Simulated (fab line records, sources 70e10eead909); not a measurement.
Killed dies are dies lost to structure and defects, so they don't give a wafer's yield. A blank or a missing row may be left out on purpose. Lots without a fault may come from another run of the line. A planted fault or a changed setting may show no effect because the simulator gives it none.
Chamber matching | flow nand_harc | NHARC_P_GATE_ALD_36 on ald_sin-02: 4 sister chambers
The step deposits SiNx, target thk 20 nm, pulse time 60 s, ald cycles 223. 18 wafers are shown with their chamber, then 9 later ones without.

WAFERS WITH THEIR CHAMBER
wafer  | chamber | heater_power_w (W) | precursor_pulse_height_rel
L074.1 | 2       | 815                | 1.007
L074.3 | 3       | 819                | 0.975
L074.6 | 1       | 895                | 1.002
L077.1 | 3       | 808                | 0.995
L077.3 | 1       | 920                | 0.989
L077.2 | 2       | 814                | 1.025
L080.3 | 0       | 885                | 1.007
L080.1 | 3       | 784                | 0.989
L080.6 | 3       | 801                | 0.985
L083.4 | 1       | 888                | 0.999
L083.3 | 3       | 810                | 0.999
L083.1 | 0       | 884                | 1.013
L086.1 | 1       | 910                | 0.965
L086.6 | 3       | 799                | 0.966
L086.5 | 0       | 897                | 1.022
L088.4 | 1       | 904                | 0.981
L088.6 | 1       | 906                | 0.990
L088.5 | 2       | 804                | 1.002

SIGNATURES (means of the wafers above)
reading                    | chamber 0 | chamber 1 | chamber 2 | chamber 3 | scatter within a chamber
heater_power_w             | 888.67    | 903.83    | 811.00    | 803.50    | 10.4
precursor_pulse_height_rel | 1.01400   | 0.98767   | 1.01133   | 0.98483   | 0.0122
Rule: a wafer's distance from a chamber is the root of the sum, over the readings, of the square of ((its reading less the chamber's mean) divided by the reading's scatter). The wafer belongs to the nearest chamber; if the next one is less than 2 further off, it can't be placed. The scatter: the root of (the sum of the squares of (reading less its chamber's mean) over the shown wafers, divided by (wafers less chambers)).

WAFERS WITHOUT THEIR CHAMBER
wafer  | heater_power_w (W) | precursor_pulse_height_rel
L090.2 | 896                | 0.986
L090.3 | 798                | 1.006
L090.4 | 830                | 0.981
L093.1 | 895                | 0.977
L093.3 | 804                | 1.042
L093.6 | 932                | 1.003
L097.4 | 928                | 1.012
L097.2 | 878                | 0.992
L097.6 | 881                | 0.995

WHICH CHAMBER EACH WENT THROUGH
wafer  | from the rows above     | in truth
L090.2 | can't be placed: 1 or 0 | 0
L090.3 | can't be placed: 2 or 3 | 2
L090.4 | can't be placed: 3 or 2 | 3
L093.1 | can't be placed: 1 or 0 | 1
L093.3 | 2                       | 2
L093.6 | can't be placed: 1 or 0 | 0
L097.4 | can't be placed: 1 or 0 | 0
L097.2 | can't be placed: 0 or 1 | 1
L097.6 | can't be placed: 0 or 1 | 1
Placed correctly: 1 of 9. Can't be placed from these rows: 8 (the true chamber is among the candidates in 8). Placed wrongly: 0.
